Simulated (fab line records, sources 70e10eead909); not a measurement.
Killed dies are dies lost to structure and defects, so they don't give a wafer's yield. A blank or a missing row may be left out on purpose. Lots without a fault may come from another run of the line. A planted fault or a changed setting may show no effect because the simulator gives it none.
Chamber matching | flow nand_harc | NHARC_A_STAIRCASE_TRIM_20 on rie_diel-06: 4 sister chambers
The step chemistry O2, time 211.2 s. 8 wafers are shown with their chamber, then 12 later ones without.

WAFERS WITH THEIR CHAMBER
wafer  | chamber | showerhead_plenum_p_Torr (Torr) | oes_product_au (a.u.)
L079.5 | 1       | 3.56                            | 1.020
L082.1 | 2       | 3.80                            | 0.997
L086.1 | 3       | 3.30                            | 0.990
L086.3 | 0       | 3.41                            | 0.987
L086.5 | 0       | 3.41                            | 0.998
L092.2 | 2       | 3.79                            | 1.009
L092.3 | 1       | 3.55                            | 1.020
L092.6 | 3       | 3.29                            | 1.001

WAFERS WITHOUT THEIR CHAMBER
wafer  | showerhead_plenum_p_Torr (Torr) | oes_product_au (a.u.)
L094.2 | 3.40                            | 0.986
L094.4 | 3.54                            | 1.017
L094.6 | 3.79                            | 0.991
L097.1 | 3.29                            | 0.992
L097.2 | 3.79                            | 1.006
L097.5 | 3.40                            | 0.984
L096.1 | 3.54                            | 1.017
L096.2 | 3.40                            | 0.985
L096.6 | 3.54                            | 1.010
L096.3 | 3.79                            | 1.001
L096.4 | 3.29                            | 0.996
L096.5 | 3.40                            | 0.968

WHICH CHAMBER EACH WENT THROUGH
wafer  | from the rows above | in truth
L094.2 | 0                   | 0
L094.4 | 1                   | 1
L094.6 | 2                   | 2
L097.1 | 3                   | 3
L097.2 | 2                   | 2
L097.5 | 0                   | 0
L096.1 | 1                   | 1
L096.2 | 0                   | 0
L096.6 | 1                   | 1
L096.3 | 2                   | 2
L096.4 | 3                   | 3
L096.5 | 0                   | 0
Placed correctly: 12 of 12. Can't be placed from these rows: 0. Placed wrongly: 0.
How it was worked out, from the rows above alone: a wafer's distance from a chamber is the root of the sum, over the readings, of the square of ((its reading less the chamber's mean) divided by the reading's scatter). The wafer belongs to the nearest chamber; if the next one is less than 2 further off, it can't be placed. A chamber's mean is the mean of its shown wafers. The scatter: the root of (the sum of the squares of (reading less its chamber's mean) over the shown wafers, divided by (wafers less chambers)).
